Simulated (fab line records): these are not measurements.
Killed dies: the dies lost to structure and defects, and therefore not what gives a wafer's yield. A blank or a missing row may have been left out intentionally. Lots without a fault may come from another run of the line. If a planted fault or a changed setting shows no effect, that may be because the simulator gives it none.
2 desks, one fault	flow nand-harc	each desk has only its own numbers; what lay behind them comes last

## THE DEFECT DESK
For each lot, the counts of the inspections along the route, averaged over the sampled wafers that have a number. A lot is out of limits, marked OUT, if its mean lies more than 4 standard deviations from the usual mean; the brackets give that distance.
Columns: A = raw-defect-count at NHARC_A_CHANNEL_FILL_D1_INSPECT_13, usual 323
lot	first seen here	A
L256	day 10 21:50	288
L257	day 11 08:38	390
L258	day 11 08:39	224
L259	day 12 16:26	174
L261	day 13 00:17	216
L264	day 14 01:32	228
L265	day 14 20:37	208
L270	day 16 18:22	222
L269	day 16 18:22	257
L271	day 16 22:10	283
L274	day 18 12:34	316
L275	day 18 12:34	262
L277	day 19 17:58	638
L279	day 20 09:21	558
This desk found nothing out of limits on any of the 14 lots.

## THE METROLOGY DESK
Lot by lot, what the gauges showed, no matter which tool ran the lot: averages of those sampled wafers that carry a number. A lot is out of limits, marked OUT, if its mean lies more than 4 standard deviations from the usual mean; the brackets give that distance.
Columns: A = thk-nm at NHARC_A_ONON_D2_THK_MEAS_11, usual 999 nm; B = thk-nm at NHARC_A_ONON_D2_THK_MEAS_21, usual 1001 nm
lot	first seen here	A	B
L256	day 12 12:07	997	1017
L257	day 12 20:25	992	1014
L258	day 12 20:35	992	998
L259	day 14 04:43	997	982
L261	day 14 13:01	1000	1166 (+15) OUT
L264	day 15 16:39	1002	1536 (+49) OUT
L265	day 16 09:33	980	1270 (+24) OUT
L269	day 18 07:00	1007	993
L270	day 18 07:20	1004	996
L271	day 18 12:50	1010	990
L275	day 20 02:37	1023	1005
L274	day 20 02:45	992	1013
L277	day 21 08:18	988	998
L279	day 21 21:49	995	1016
This desk finds L261, L264, L265 out of limits, L261 being first, at day 14 22:44 (thk-nm at NHARC_A_ONON_D2_THK_MEAS_21). In limits: L256, L257, L258, L259, L269, L270, L271, L275, L274, L277, L279.

## ALL TOGETHER
At day 14 22:44 the metrology desk could have sounded an alarm, on L261, L264, L265.
The defect desk saw nothing out of limits.
The defect desk has L261, L264, L265 on record, within its limits.
Every lot named ran NHARC_A_ONON_D2_DEP_19 on pecvd-onon-03.

## WHAT THE SIMULATOR HAD PUT IN
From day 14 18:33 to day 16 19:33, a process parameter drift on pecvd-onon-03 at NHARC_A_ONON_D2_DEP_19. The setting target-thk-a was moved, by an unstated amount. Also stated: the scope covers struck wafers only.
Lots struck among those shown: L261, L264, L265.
Hours from the fault's start to each desk's first reading out of limits: the metrology desk, 4.
